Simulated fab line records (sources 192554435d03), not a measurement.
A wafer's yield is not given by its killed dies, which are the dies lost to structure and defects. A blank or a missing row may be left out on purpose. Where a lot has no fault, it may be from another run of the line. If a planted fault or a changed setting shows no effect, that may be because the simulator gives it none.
fab line records	flow n5-finfet
record: lots: 7	wafers: 21
route steps=1938 shown SDB@350 HKMG_FIN@403 MOL_CONTACT_COAG@523
start-h: hours from the record's opening day to when the first of the lot's shown wafers began	wait-h: hours since the lot's step before	" as in the row above	L1.1+2: one row covering several wafers at once	- either no value or no given start	* or withheld: withheld	< > ~ a bound
route shown NAME@n: names a module that has steps shown in the file, with the first one's number in the route	usual: mean/standard deviation taken from wafers without a fault	same: alike in all rows	chamber/n: place in a boat	sites: the reading at each site	_std_site: how widely they spread, as a standard deviation	_edge_site: mean of outer sites minus mean of inner sites	radius-mm: for every site, how far away it sits from the centre of the wafer	mask NAME#n: copy n	behind: tool/chamber where the wafer was last shaped	hold: what put the lot on hold/how long, in hours/how the hold closed	device: which transistor (n, p or np) failed to switch	end of line: the tests these same wafers got at the end of their route	for a step that has no rows: nothing shown but its recipe	killed: dies lost to structure and defects at the first sort, not the wafer's yield	map: a wafer's dies, x killed, . not, _ none there
set.NAME: setting as actually run; set.NAME@STEP: the setting as run at that earlier step	model.NAME: the simulator's own value behind a step, which no gauge read
lots run with intentionally changed settings; tables by step, rows by wafer
== steps ==
step: N5_SDB_COAT_05
recipe: resist: CAR-ArF	spin-rpm: 1500	resist-thk-nm: 90
lot.wafer	tool	chamber	start-h	wait-h	set.spin-rpm	model.CAR-ArF_of_SDB_COAT_05.thk-nm
L077.1	litho-track-01	0	-	-	1500	90.2
L077.3	"	0	"	"	1500	90.4
L077.5	"	0	"	"	1642	86.4
L078.2	litho-track-05	0	-	-	1500	89.4
L078.3	"	0	"	"	1500	90
L078.5	"	0	"	"	1543	88.4
L085.2	litho-track-05	0	-	-	1442	91.8
L085.4+5	"	0	"	"	1500	90.2
L086.1+3	litho-track-05	0	-	-	1653	85.8
L086.4	"	0	"	"	1500	90
L089.2+5	litho-track-04	0	-	-	1500	90.6
L089.3	"	0	"	"	1500	90.4
L091.2	litho-track-05	0	-	-	1623	86.2
L091.4	"	0	"	"	1623	86
L091.5	"	0	"	"	1500	89.6
L095.1	litho-track-05	0	-	-	1668	85.2
L095.3	"	0	"	"	1668	85
L095.6	"	0	"	"	1500	89.8
step: N5_SDB_EBR_07
recipe: solvent: PGMEA	ebr-width-mm: 1.5
step: N5_SDB_SOFTBAKE_06
recipe: temp-c: 110	time-s: 60	resist: CAR-ArF
step: N5_SDB_DESCUM_16
recipe: chemistry: O2	time-s: 7.9	source-power-w: 50	bias-power-w: 20	pressure-mtorr: 20	rf-frequency-hz: 2.712e+07	temp-c: 40	resist: CAR-ArF	o2-flow-sccm: 225
step: N5_SDB_ETCH_17
recipe: chemistry: CF4	target: SiARC	target-depth-a: 234	mask-material: CAR-ArF	time-s: 39	ion-energy-ev: 80	pressure-mtorr: 40	source-w: 545	bias-w: 36	Ar_flow_sccm: 100	cf4-flow-sccm: 100	ends: cleared
step: N5_SDB_ETCH_18
recipe: chemistry: N2/H2	target: SOC	target-depth-a: 1000	overetch-a: 200	mask-material: SiARC	temp-c: 40	time-s: 150	ion-energy-ev: 200	pressure-mtorr: 30	source-w: 840	bias-w: 150	n2-flow-sccm: 200	h2-flow-sccm: 200
lot.wafer	tool	chamber	start-h	wait-h	set.spin-rpm@SDB_COAT_03	model.etch.depth-nm
L077.1	rie-diel-06	1	90.85	0.0	1500	100.4
L077.3	"	2	"	"	1368	105.1
L077.5	"	2	"	"	1500	100.3
L078.2	rie-diel-06	1	93.38	0.0	1561	98.02
L078.3	"	0	"	"	1500	99.76
L078.5	"	0	"	"	1500	100.3
L085.2	rie-diel-02	3	134.84	0.0	1500	99.64
L085.4	"	3	"	"	1500	99.84
L085.5	"	0	"	"	1500	99.92
L086.1	rie-diel-06	1	141.83	0.0	1500	99.92
L086.3	"	2	"	"	1430	102.6
L086.4	"	0	"	"	1430	102.5
L089.2	rie-diel-04	1	155.87	0.0	1500	100.4
L089.3	"	0	"	"	1500	100.6
L089.5	"	1	"	"	1500	100.3
L091.2	rie-diel-04	2	168.18	0.0	1385	104.3
L091.4	"	0	"	"	1500	99.8
L091.5	"	3	"	"	1500	99.93
L095.1	rie-diel-06	0	191.31	0.0	1500	100.3
L095.3	"	1	"	"	1422	102.6
L095.6	"	1	"	"	1422	102.7
step: N5_SDB_STRIP_19
recipe: chemistry: N2/H2	temp-c: 40	n2-flow-sccm: 200	h2-flow-sccm: 200	rf-frequency-hz: 6e+07
step: N5_SDB_STRIP_21
recipe: chemistry: CF4	resist: SiARC	power-w: 300	bias-power-w: 75	pressure-mtorr: 50	cf4-flow-sccm: 150	rf-frequency-hz: 6e+07
step: N5_SDB_HM_OPEN_20
recipe: chemistry: CH3F/O2	target: SiNx	mask-material: SOC	target-depth-a: 240	stop-on: poly-Si	over-etch-frac: 0.4	ion-energy-ev: 120	pressure-mtorr: 30	source-w: 395	bias-w: 73	Ar_flow_sccm: 150	CH3F_flow_sccm: 30	O2_flow_sccm: 20
lot.wafer	tool	chamber	start-h	wait-h	set.spin-rpm@SDB_COAT_03	model.SOC_of_SDB_COAT_03.thk-nm
L077.1	rie-diel-06	1	91.01	0.0	1500	84.4
L077.3	"	2	"	"	1368	88.8
L077.5	"	2	"	"	1500	84.2
L078.2	rie-diel-06	1	93.53	0.0	1561	82.2
L078.3	"	0	"	"	1500	84.2
L078.5	"	0	"	"	1500	84.8
L085.2	rie-diel-02	3	135.00	0.0	1500	84.2
L085.4+5	"	3,0	"	"	1500	84.4
L086.1	rie-diel-06	1	141.99	0.0	1500	84.4
L086.3	"	2	"	"	1430	87
L086.4	"	0	"	"	1430	86.8
L089.2+5	rie-diel-04	1	156.03	0.0	1500	85
L089.3	"	0	"	"	1500	84.8
L091.2	rie-diel-04	2	168.34	0.0	1385	88.4
L091.4	"	0	"	"	1500	84
L091.5	"	3	"	"	1500	83.8
L095.1	rie-diel-06	0	191.47	0.0	1500	84.6
L095.3	"	1	"	"	1422	87
L095.6	"	1	"	"	1422	87.2
step: N5_SDB_STRIP_22
recipe: chemistry: N2/H2	power-w: 1000	temp-c: 250	h2-frac: 0.65	overash-fraction: 0.3	pressure-mtorr: withheld	n2-flow-sccm: 1750	h2-flow-sccm: 3250
usual: strip-time-to-endpoint-s: 96.5/0.42
lot.wafer	tool	chamber	start-h	wait-h	set.spin-rpm@SDB_COAT_03	strip-time-to-endpoint-s
L077.1	plasma-asher-01	0	91.09	0.1	1500	96.6
L077.3	"	0	"	"	1368	100.8
L077.5	"	0	"	"	1500	96.3
L078.2	plasma-asher-01	0	93.62	0.1	1561	94.5
L078.3	"	0	"	"	1500	96.4
L078.5	"	0	"	"	1500	96.9
L085.2	plasma-asher-02	0	135.08	0.1	1500	96.5
L085.4	"	1	"	"	1500	96.6
L085.5	"	0	"	"	1500	96.5
L086.1	plasma-asher-02	0	142.13	0.1	1500	96.5
L086.3	"	1	"	"	1430	99.0
L086.4	"	0	"	"	1430	98.8
L089.2	plasma-asher-02	1	156.18	0.1	1500	97.2
L089.3	"	1	"	"	1500	96.9
L089.5	"	0	"	"	1500	97.1
L091.2	plasma-asher-01	0	168.42	0.1	1385	100.3
L091.4	"	0	"	"	1500	96.2
L091.5	"	0	"	"	1500	96.0
L095.1	plasma-asher-01	1	191.55	0.1	1500	96.8
L095.3	"	0	"	"	1422	99.0
L095.6	"	0	"	"	1422	99.2
step: N5_HKMG_FIN_ETCH_55
recipe: chemistry: N2/H2	target: SOC	target-depth-a: 2400	temp-c: 40	time-s: 300	ion-energy-ev: 200	mask-material: SiARC	pressure-mtorr: 30	source-w: 840	bias-w: 150	n2-flow-sccm: 200	h2-flow-sccm: 200
usual: rf-vpp-V: 524.0/2.6
lot.wafer	tool	chamber	start-h	wait-h	set.bias-w	rf-vpp-V	model.SiARC_of_HKMG_FIN_COAT_42.thk-nm
L077.1	rie-diel-04	3	96.25	0.0	150	518.9	20.8
L077.3	"	2	"	"	130.3	482.2	23.8
L077.5	"	2	"	"	130.3	482.9	24
L078.2	rie-diel-06	1	99.11	0.0	163.1	549.3	20.2
L078.3	"	0	"	"	163.1	553.4	20
L078.5	"	1	"	"	150	522.3	21.6
L085.2	rie-diel-04	2	140.99	0.0	150	527.5	21.2
L085.4	"	3	"	"	150	520.8	20.8
L085.5	"	0	"	"	150	527.9	21.8
L086.1	rie-diel-04	2	147.51	0.0	150	528.5	21.4
L086.3	"	1	"	"	150	525.3	22
L086.4	"	0	"	"	150	527.9	21.8
L089.2	rie-diel-06	2	161.54	0.0	150	522.5	21.8
L089.3	"	1	"	"	150	523.1	22
L089.5	"	0	"	"	150	525.6	21.6
L091.2	rie-diel-06	1	174.92	0.0	134.5	486.6	23.6
L091.4	"	0	"	"	150	523.4	21.6
L091.5	"	1	"	"	134.5	484.9	23.8
L095.1	rie-diel-02	2	197.23	0.0	150	521.3	21.2
L095.3	"	3	"	"	150	523.1	21.4
L095.6	"	1	"	"	150	524.5	22.2
step: N5_HKMG_FIN_CVD_62
recipe: material: a-Si	target-thk-a: 30	temp-c: 500	precursor: Si2H6	pressure-torr: 1	time-s: 20.8
lot.wafer	tool	chamber	start-h	wait-h	set.temp-c	model.a-Si_of_HKMG_FIN_CVD_62.thk-nm
L077.1+5	thermal-cvd-si-01	1	97.91	0.2	500	3
L077.3	"	0	"	"	500	3.2
L078.2+5	thermal-cvd-si-02	0,2	100.75	0.2	488.9	2
L078.3	"	2	"	"	500	2.8
L085.2+4+5	thermal-cvd-si-01	0,1,2	142.64	0.2	500	3
L086.1	thermal-cvd-si-02	2	149.16	0.2	479.6	1.4
L086.3	"	1	"	"	500	2.6
L086.4	"	0	"	"	479.6	1.6
L089.2+3+5	thermal-cvd-si-01	1,2,2	163.20	0.2	500	3
L091.2+4	thermal-cvd-si-01	0,2	176.56	0.2	486.2	2
L091.5	"	1	"	"	500	3
L095.1	thermal-cvd-si-01	0	198.88	0.2	500	3
L095.3	"	1	"	"	481	1.8
L095.6	"	1	"	"	481	1.6
step: N5_HKMG_FIN_COAT_06
recipe: resist: CAR-ArF	spin-rpm: 1500	resist-thk-nm: 90
lot.wafer	tool	chamber	start-h	wait-h	set.spin-rpm	model.CAR-ArF_of_HKMG_FIN_COAT_06.thk-nm
L077.1	litho-track-02	0	-	-	1617	86.8
L077.3+5	"	0	"	"	1500	90
L078.2	litho-track-02	0	-	-	1630	86
L078.3	"	0	"	"	1500	89.8
L078.5	"	0	"	"	1630	85.8
L085.2	litho-track-02	0	-	-	1500	89.4
L085.4	"	0	"	"	1500	90
L085.5	"	0	"	"	1500	89.8
L086.1	litho-track-03	0	-	-	1333	95.4
L086.3	"	0	"	"	1333	95.6
L086.4	"	0	"	"	1500	90.2
L089.2	litho-track-04	0	-	-	1500	89.8
L089.3	"	0	"	"	1500	90.2
L089.5	"	0	"	"	1500	90
L091.2	litho-track-02	0	-	-	1500	89.8
L091.4+5	"	0	"	"	1398	93
L095.1	litho-track-03	0	-	-	1500	90.2
L095.3	"	0	"	"	1500	90.4
L095.6	"	0	"	"	1500	90.8
step: N5_HKMG_FIN_EXPOSE_09
recipe: mask-id: NWFM	na: 1.35	source-shape: conventional	sigma-outer: 0.8	polarization: unpolarized	dose-mj: 39.25
lot.wafer	tool	chamber	start-h	wait-h	mask	set.dose-mj
L077.1+3+5	arfi-scanner-03	0	99.48	-	NWFM#0	39.25
L078.2	arfi-scanner-02	0	102.18	-	NWFM#0	39.25
L078.3+5	"	0	"	"	NWFM#0	37.06
L085.2+5	arfi-scanner-03	0	143.97	-	NWFM#0	39.25
L085.4	"	0	"	"	NWFM#0	40.72
L086.1+3+4	arfi-scanner-02	0	150.64	-	NWFM#0	39.25
L089.2+3+5	arfi-scanner-01	0	164.63	-	NWFM#0	39.25
L091.2+4+5	arfi-scanner-02	0	177.88	-	NWFM#0	39.25
L095.1+6	arfi-scanner-01	0	200.18	-	NWFM#0	39.25
L095.3	"	0	"	"	NWFM#0	36.54
step: N5_HKMG_FIN_PEB_10
recipe: peb-temp-c: withheld	peb-time-s: 60	resist: CAR-ArF
step: N5_HKMG_FIN_DEVELOP_11
recipe: develop-time-s: 30	developer: TMAH	resist: CAR-ArF	dev-temp-c: 23	rinse-liquid: diw	dry: air-spin
step: N5_HKMG_FIN_CD_MEAS_12
recipe: target-cd-nm: 92.8	landing-energy-ev: 500	detector: se-inlens
usual: cd-nm: 93.3/0.79
lot.wafer	tool	chamber	start-h	wait-h	set.dose-mj@HKMG_FIN_EXPOSE_09	cd-nm
L077.1	cd-sem-02	0	99.61	-	39.25	92.9
L077.3	"	0	"	"	39.25	92.7
L077.5	"	0	"	"	39.25	93.6
L078.2	cd-sem-02	0	102.30	-	39.25	93.3
L078.3	"	0	"	"	37.06	89.5
L078.5	"	0	"	"	37.06	89.8
L085.2	cd-sem-02	0	144.09	-	39.25	94.1
L085.4	"	0	"	"	40.72	97.0
L085.5	"	0	"	"	39.25	93.2
L086.1	cd-sem-03	0	150.77	-	39.25	93.4
L086.3	"	0	"	"	39.25	93.4
L086.4	"	0	"	"	39.25	92.9
L089.2	cd-sem-01	0	164.75	-	39.25	93.6
L089.3	"	0	"	"	39.25	92.8
L089.5	"	0	"	"	39.25	93.5
L091.2	cd-sem-03	0	178.00	-	39.25	94.2
L091.4	"	0	"	"	39.25	93.0
L091.5	"	0	"	"	39.25	93.9
L095.1	cd-sem-03	0	200.30	-	39.25	93.6
L095.3	"	0	"	"	36.54	88.0
L095.6	"	0	"	"	39.25	92.6
step: N5_HKMG_FIN_DESCUM_17
recipe: chemistry: O2	time-s: 7.9	source-power-w: 50	bias-power-w: 20	pressure-mtorr: 20	rf-frequency-hz: 2.712e+07	temp-c: 40	resist: CAR-ArF	o2-flow-sccm: 225
step: N5_HKMG_FIN_ETCH_31
recipe: chemistry: CF4	target: SiARC	target-depth-a: 455	mask-material: CAR-ArF	time-s: 75.8	ion-energy-ev: 80	pressure-mtorr: 40	source-w: 545	bias-w: 36	Ar_flow_sccm: 100	cf4-flow-sccm: 100	ends: cleared
lot.wafer	tool	chamber	start-h	wait-h	set.spin-rpm@HKMG_FIN_COAT_06	model.CAR-ArF_of_HKMG_FIN_COAT_06.thk-nm
L077.1	rie-diel-04	3	99.73	0.0	1617	47.6
L077.3	"	0	"	"	1500	51
L077.5	"	0	"	"	1500	50.8
L078.2	rie-diel-04	3	102.57	0.0	1630	46.6
L078.3	"	2	"	"	1500	50.8
L078.5	"	1	"	"	1630	46.8
L085.2	rie-diel-04	2	144.21	0.0	1500	50.2
L085.4+5	"	3,2	"	"	1500	50.6
L086.1	rie-diel-02	3	151.53	0.0	1333	56.4
L086.3	"	2	"	"	1333	56.6
L086.4	"	2	"	"	1500	51.2
L089.2	rie-diel-06	0	164.92	0.0	1500	50.4
L089.3+5	"	2,1	"	"	1500	50.8
L091.2	rie-diel-06	1	178.12	0.0	1500	50.6
L091.4+5	"	0,1	"	"	1398	54
L095.1	rie-diel-02	1	200.47	0.0	1500	50.8
L095.3	"	0	"	"	1500	51.2
L095.6	"	2	"	"	1500	51.6
step: N5_MOL_CONTACT_COAG_EXPOSE_05
recipe: mask-id: CA	na: 0.33	source-shape: annular	sigma-inner: 0.4	sigma-outer: 0.8	polarization: unpolarized	defocus-nm: 0	dose-mj: 38.25
lot.wafer	tool	chamber	start-h	wait-h	mask	set.dose-mj
L077.1+3+5	euv-scanner-02	0	111.98	-	CA#0	38.25
L078.2+5	euv-scanner-02	0	114.66	-	CA#0	39.42
L078.3	"	0	"	"	CA#0	38.25
L085.2+5	euv-scanner-01	0	156.34	-	CA#0	38.25
L085.4	"	0	"	"	CA#0	39.31
L086.1+3	euv-scanner-01	0	163.79	-	CA#0	36.03
L086.4	"	0	"	"	CA#0	38.25
L089.2+3+5	euv-scanner-01	0	176.95	-	CA#0	38.25
L091.2	euv-scanner-02	0	190.77	-	CA#0	38.25
L091.4+5	"	0	"	"	CA#0	36.13
L095.1+6	euv-scanner-01	0	213.24	-	CA#0	37.45
L095.3	"	0	"	"	CA#0	38.25
step: N5_MOL_CONTACT_COAG_PEB_06
recipe: peb-temp-c: 100	peb-time-s: 60	resist: CAR-EUV
step: N5_MOL_CONTACT_COAG_DEVELOP_07
recipe: develop-time-s: 30	developer: TMAH	resist: CAR-EUV	rinse-liquid: surfactant-rinse	dry: air-spin	dev-temp-c: 23
step: N5_MOL_CONTACT_COAG_DESCUM_13
recipe: chemistry: O2	time-s: 7	source-power-w: 50	bias-power-w: 20	pressure-mtorr: 20	rf-frequency-hz: 2.712e+07	temp-c: 40	resist: CAR-EUV	o2-flow-sccm: 225
step: N5_MOL_CONTACT_COAG_ETCH_59
recipe: chemistry: N2/H2	target: underlayer	target-depth-a: 130	mask-material: CAR-EUV	time-s: 10.4	ion-energy-ev: 200	pressure-mtorr: 30	source-w: 840	bias-w: 150	n2-flow-sccm: 200	h2-flow-sccm: 200	ends: cleared
lot.wafer	tool	chamber	start-h	wait-h	set.dose-mj@MOL_CONTACT_COAG_EXPOSE_05	model.MOL_CONTACT_COAG.cd-offset-nm
L077.1	rie-diel-06	1	112.27	0.0	38.25	0
L077.3	"	2	"	"	38.25	-0.4
L077.5	"	2	"	"	38.25	-0.2
L078.2	rie-diel-06	2	114.94	0.0	39.42	0
L078.3	"	1	"	"	38.25	-0.2
L078.5	"	1	"	"	39.42	0.4
L085.2+5	rie-diel-06	1	156.63	0.0	38.25	-0.6
L085.4	"	0	"	"	39.31	0.2
L086.1	rie-diel-04	3	164.36	0.0	36.03	-1
L086.3	"	2	"	"	36.03	-1.6
L086.4	"	1	"	"	38.25	0.2
L089.2	rie-diel-02	1	177.23	0.0	38.25	-0.8
L089.3	"	3	"	"	38.25	0
L089.5	"	0	"	"	38.25	-0.2
L091.2	rie-diel-04	1	191.06	0.0	38.25	-0.4
L091.4	"	1	"	"	36.13	-1.4
L091.5	"	2	"	"	36.13	-1.6
L095.1	rie-diel-04	0	213.59	0.0	37.45	-0.2
L095.3	"	1	"	"	38.25	-0.2
L095.6	"	1	"	"	37.45	-0.6
step: N5_MOL_CONTACT_COAG_ETCH_105
recipe: chemistry: CF4	target: SiARC	target-depth-a: 156	mask-material: CAR-EUV	time-s: 26	ion-energy-ev: 80	pressure-mtorr: 40	source-w: 545	bias-w: 36	Ar_flow_sccm: 100	cf4-flow-sccm: 100	ends: cleared
usual: rf-vpp-V: 184.1/1.3
lot.wafer	tool	chamber	start-h	wait-h	set.bias-w	set.dose-mj@MOL_CONTACT_COAG_EXPOSE_05	rf-vpp-V	model.MOL_CONTACT_COAG.cd-offset-nm
L077.1	rie-diel-06	1	112.29	0.0	36	38.25	184.1	-0.2
L077.3	"	2	"	"	36	38.25	182.5	-0.6
L077.5	"	2	"	"	36	38.25	183.1	-0.2
L078.2	rie-diel-06	2	114.96	0.0	36	39.42	184.8	-0.2
L078.3	"	1	"	"	36	38.25	184.1	-0.4
L078.5	"	1	"	"	36	39.42	183.5	0.2
L085.2	rie-diel-06	1	156.65	0.0	31.37	38.25	168.7	-0.8
L085.4	"	0	"	"	31.37	39.31	168.5	0
L085.5	"	1	"	"	36	38.25	182.6	-0.8
L086.1	rie-diel-04	3	164.38	0.0	32.29	36.03	171.6	-1
L086.3	"	2	"	"	36	36.03	185.3	-1.4
L086.4	"	1	"	"	36	38.25	183.9	0
L089.2	rie-diel-02	1	177.25	0.0	36	38.25	183.5	-0.6
L089.3	"	3	"	"	36	38.25	183.1	0
L089.5	"	0	"	"	36	38.25	183.9	-0.2
L091.2	rie-diel-04	1	191.08	0.0	39.76	38.25	197.7	-0.4
L091.4	"	1	"	"	39.76	36.13	195.9	-1.6
L091.5	"	2	"	"	36	36.13	185.4	-1.4
L095.1	rie-diel-04	0	213.61	0.0	32.52	37.45	174.1	-0.2
L095.3	"	1	"	"	36	38.25	184.7	-0.2
L095.6	"	1	"	"	36	37.45	183.7	-0.6
step: N5_MOL_CONTACT_COAG_COAT_75
recipe: resist: SOC	temp-c: 250	time-s: 60	spin-rpm: 1500	resist-thk-nm: 60
lot.wafer	tool	chamber	start-h	wait-h	set.spin-rpm	model.SOC_of_MOL_CONTACT_COAG_COAT_75.thk-nm
L078.2	litho-track-03	0	123.51	0.0	1500	60.4
L078.3	"	0	"	"	1361	63.4
L078.5	"	0	"	"	1500	60.2
L077.1	litho-track-04	0	123.60	0.0	1374	62.8
L077.3	"	0	"	"	1500	60.2
L077.5	"	0	"	"	1374	62.6
L085.2	litho-track-03	0	165.41	0.0	1500	60
L085.4	"	0	"	"	1500	60.4
L085.5	"	0	"	"	1361	63.2
L086.1+4	litho-track-05	0	174.39	0.0	1500	59.8
L086.3	"	0	"	"	1500	60
L089.2+3+5	litho-track-05	0	185.41	0.0	1500	60
L091.2	litho-track-05	0	199.71	0.0	1435	61.4
L091.4	"	0	"	"	1500	59.8
L091.5	"	0	"	"	1435	61.2
L095.1+3	litho-track-04	0	225.56	0.0	1399	62.4
L095.6	"	0	"	"	1500	60.2
== key ==
split: step: N5_SDB_COAT_05	setting: spin-rpm	stated: 1500	by: wafer
response: step: N5_SDB_COAT_05	reading: model.CAR-ArF_of_SDB_COAT_05.thk-nm	change: -0.418	per: 1%	r: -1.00
split: step: N5_HKMG_FIN_ETCH_55	setting: bias-w	stated: 150	by: wafer
response: step: N5_HKMG_FIN_ETCH_55	reading: rf-vpp-V	change: +3.15	per: 1%	r: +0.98
response: step: N5_HKMG_FIN_ETCH_55	reading: model.SiARC_of_HKMG_FIN_COAT_42.thk-nm	change: -0.212	per: 1%	r: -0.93
split: step: N5_HKMG_FIN_CVD_62	setting: temp-c	stated: 500	by: wafer
response: step: N5_HKMG_FIN_CVD_62	reading: model.a-Si_of_HKMG_FIN_CVD_62.thk-nm	change: +0.32	per: 1%	r: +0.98
split: step: N5_HKMG_FIN_COAT_06	setting: spin-rpm	stated: 1500	by: wafer
response: step: N5_HKMG_FIN_COAT_06	reading: model.CAR-ArF_of_HKMG_FIN_COAT_06.thk-nm	change: -0.456	per: 1%	r: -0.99
response: step: N5_HKMG_FIN_ETCH_31	reading: model.CAR-ArF_of_HKMG_FIN_COAT_06.thk-nm	change: -0.468	per: 1%	r: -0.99
split: step: N5_HKMG_FIN_EXPOSE_09	setting: dose-mj	stated: 39.25	by: wafer
response: step: N5_HKMG_FIN_CD_MEAS_12	reading: cd-nm	change: +0.737	per: 1%	r: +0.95
split: step: N5_MOL_CONTACT_COAG_EXPOSE_05	setting: dose-mj	stated: 38.25	by: wafer
response: step: N5_MOL_CONTACT_COAG_ETCH_59	reading: model.MOL_CONTACT_COAG.cd-offset-nm	change: +0.217	per: 1%	r: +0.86
response: step: N5_MOL_CONTACT_COAG_ETCH_105	reading: model.MOL_CONTACT_COAG.cd-offset-nm	change: +0.197	per: 1%	r: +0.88
split: step: N5_MOL_CONTACT_COAG_ETCH_105	setting: bias-w	stated: 36	by: wafer
response: step: N5_MOL_CONTACT_COAG_ETCH_105	reading: rf-vpp-V	change: +1.12	per: 1%	r: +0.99
split: step: N5_MOL_CONTACT_COAG_COAT_75	setting: spin-rpm	stated: 1500	by: wafer
response: step: N5_MOL_CONTACT_COAG_COAT_75	reading: model.SOC_of_MOL_CONTACT_COAG_COAT_75.thk-nm	change: -0.323	per: 1%	r: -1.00
split outside-this-file step=N5_SDB_COAT_03 setting=spin-rpm
split outside-this-file: this setting was split too, and the file shows its column; the key of that split is in another file
